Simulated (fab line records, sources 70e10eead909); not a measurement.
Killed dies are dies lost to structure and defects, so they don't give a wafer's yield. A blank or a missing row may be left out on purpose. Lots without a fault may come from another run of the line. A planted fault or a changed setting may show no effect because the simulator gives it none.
Chamber matching | flow nand_harc | NHARC_A_BONDPAD_DESCUM_11 on rie_diel-05: 4 sister chambers
The step chemistry O2, time 3 s. 4 wafers are shown with their chamber, then 12 later ones without.

WAFERS WITH THEIR CHAMBER
wafer  | chamber | showerhead_plenum_p_Torr (Torr)
L083.4 | 3       | 1.91
L088.2 | 0       | 1.99
L089.3 | 2       | 1.96
L089.5 | 1       | 1.85

WAFERS WITHOUT THEIR CHAMBER
wafer  | showerhead_plenum_p_Torr (Torr)
L093.1 | 1.96
L093.2 | 1.91
L093.4 | 1.85
L094.2 | 1.96
L094.5 | 1.91
L094.6 | 1.98
L095.3 | 1.96
L095.5 | 1.98
L095.6 | 1.91
L097.3 | 1.96
L097.5 | 1.98
L097.6 | 1.91

WHICH CHAMBER EACH WENT THROUGH
wafer  | from the rows above | in truth
L093.1 | 2                   | 2
L093.2 | 3                   | 3
L093.4 | 1                   | 1
L094.2 | 2                   | 2
L094.5 | 3                   | 3
L094.6 | 0                   | 0
L095.3 | 2                   | 2
L095.5 | 0                   | 0
L095.6 | 3                   | 3
L097.3 | 2                   | 2
L097.5 | 0                   | 0
L097.6 | 3                   | 3
Placed correctly: 12 of 12. Can't be placed from these rows: 0. Placed wrongly: 0.
How it was worked out, from the rows above alone: a wafer's distance from a chamber is the root of the sum, over the readings, of the square of ((its reading less the chamber's mean) divided by the reading's scatter). The wafer belongs to the nearest chamber; if the next one is less than 2 further off, it can't be placed. A chamber's mean is the mean of its shown wafers. The scatter: with one shown wafer a chamber, the root of the mean of the squares of how far each hidden wafer lies from its nearest shown one.
